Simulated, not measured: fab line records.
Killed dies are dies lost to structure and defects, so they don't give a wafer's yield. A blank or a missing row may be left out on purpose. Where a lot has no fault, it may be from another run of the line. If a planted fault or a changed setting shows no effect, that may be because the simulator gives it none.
Matching of chambers | flow nandHarc | NHARC_A_STAIRCASE_DESCUM_186 on rieDiel-02: 4 sister chambers
The step chemistry O2, time 3 s. 4 wafers are shown with their chamber, then 9 later ones without.

## WAFERS WITH THEIR CHAMBER
wafer  | chamber | showerheadPlenumPTorr (Torr)
L089.5 | 3       | 1.78
L089.1 | 1       | 2.06
L089.3 | 0       | 1.83
L089.6 | 2       | 1.92

## WAFERS WITH NO CHAMBER GIVEN
wafer  | showerheadPlenumPTorr (Torr)
L093.1 | 1.83
L093.2 | 2.06
L093.6 | 1.92
L094.2 | 1.92
L094.3 | 1.78
L094.6 | 1.92
L097.1 | 1.83
L097.5 | 1.92
L097.6 | 1.77

## CHAMBER TAKEN BY EACH
wafer  | from the rows above | in truth
L093.1 | 0                   | 0
L093.2 | 1                   | 1
L093.6 | 2                   | 2
L094.2 | 2                   | 2
L094.3 | 3                   | 3
L094.6 | 2                   | 2
L097.1 | 0                   | 0
L097.5 | 2                   | 2
L097.6 | 3                   | 3
Placed correctly: 9 of 9. Not placeable from these rows: 0. Wrongly placed: 0.
How it was worked out, from the rows above alone: a wafer's distance from a chamber is the root of the sum, over the readings, of the square of ((its reading less the chamber's mean) divided by the reading's scatter). If the next closest chamber is less than 2 further off than the closest, the wafer can't be placed; otherwise it belongs to the closest. Each chamber's mean is taken over the wafers shown for it. The scatter: with one shown wafer a chamber, the root of the mean of the squares of how far each hidden wafer lies from its nearest shown one.
